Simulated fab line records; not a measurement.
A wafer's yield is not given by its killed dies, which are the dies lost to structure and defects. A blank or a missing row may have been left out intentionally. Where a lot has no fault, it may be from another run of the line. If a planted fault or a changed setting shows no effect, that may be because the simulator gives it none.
Chamber matching -- flow n5 finfet -- 4 sister chambers for N5_HKMG_FIN_ALD_71 on ald metal-01
The step deposits TiN, target thk 1 nm, pulse time 1 s, purge time 3 s. 16 wafers are shown with their chamber, then 8 later ones without.

== WAFERS WITH THEIR CHAMBER ==
wafer,chamber,heater power w (W),precursor pulse height rel
L075.2,3,911,1.001
L075.5,0,1101,0.996
L075.6,3,927,0.973
L077.2,2,1015,0.998
L077.4,1,808,1.009
L077.6,3,926,0.982
L081.1,1,833,1.021
L081.4,0,1049,1.007
L081.5,2,999,0.989
L090.1,2,984,0.996
L090.2,0,1071,1.023
L090.3,1,826,0.985
L090.4,3,919,1.027
L090.5,1,808,1.008
L090.6,2,1015,1.021
L094.2,3,964,1.044

SIGNATURES (means of the wafers above)
reading,chamber 0,chamber 1,chamber 2,chamber 3,scatter within a chamber
heater power w,1073.67,818.75,1003.25,929.40,18.7
precursor pulse height rel,1.00867,1.00575,1.00100,1.00540,0.0208
Rule: for a wafer and a chamber, the distance is found by dividing, reading by reading, the gap between the wafer's reading and the chamber's mean by the reading's scatter, squaring, summing and taking the root. The wafer belongs to the nearest chamber; if the next one is less than 2 further off, it can't be placed. How the scatter is found: for the shown wafers, subtract from each reading the mean of its chamber, square and add these, divide the total by (wafers less chambers), then take the root.

== WAFERS WITH NO CHAMBER GIVEN ==
wafer,heater power w (W),precursor pulse height rel
L094.3,999,1.016
L094.5,1000,0.975
L095.2,1021,0.975
L095.4,826,1.017
L095.5,1058,0.978
L097.3,938,0.991
L097.4,1058,1.019
L097.6,945,0.949

== THE CHAMBER EACH PASSED THROUGH ==
wafer,from the rows above,in truth
L094.3,2,2
L094.5,2,2
L095.2,can't be placed: 2 or 0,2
L095.4,1,1
L095.5,can't be placed: 0 or 2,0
L097.3,3,3
L097.4,0,0
L097.6,can't be placed: 3 or 2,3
Correct placement for 5 of the 8. From these rows, 3 cannot be placed; in 3 the true chamber is one of the candidates. Wrongly placed: 0.
